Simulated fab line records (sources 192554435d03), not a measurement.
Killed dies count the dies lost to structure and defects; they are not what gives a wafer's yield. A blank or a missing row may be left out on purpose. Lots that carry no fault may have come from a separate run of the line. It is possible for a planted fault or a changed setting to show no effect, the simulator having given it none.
Chamber matching -- flow n5 finfet -- rie diel-03 running N5_FIN_SAQP_ETCH_34: 4 sister chambers
The step etches SiO2 in C4F6/O2, target depth 45 nm, time 15 s. 4 wafers are shown with their chamber, then 7 later ones without.

## EACH WAFER AND ITS CHAMBER
wafer,chamber,showerhead plenum p Torr (Torr)
L086.1,3,3.01
L086.5,1,2.95
L086.6,2,2.71
L088.5,0,2.74

## WAFERS WHOSE CHAMBER IS MISSING
wafer,showerhead plenum p Torr (Torr)
L088.6,2.95
L091.1,2.95
L091.2,2.74
L091.3,3.00
L095.3,2.94
L095.5,3.05
L095.6,3.00

## THE CHAMBER EACH PASSED THROUGH
wafer,from the rows above,in truth
L088.6,1,1
L091.1,1,1
L091.2,can't be placed: 0 or 2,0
L091.3,3,3
L095.3,1,1
L095.5,3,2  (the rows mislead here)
L095.6,3,3
Correctly placed: 5 of 7. From these rows, 1 cannot be placed; in 1 the true chamber is one of the candidates. 1 placed wrongly.
How it was worked out, from the rows above alone: a wafer's distance from a chamber is the root of the sum, over the readings, of the square of ((its reading less the chamber's mean) divided by the reading's scatter). The wafer belongs to the nearest chamber; if the next one is less than 2 further off, it can't be placed. A chamber's mean is the mean of its shown wafers. The scatter: root of mean squared gap, hidden wafer to nearest shown wafer, with one shown wafer a chamber.
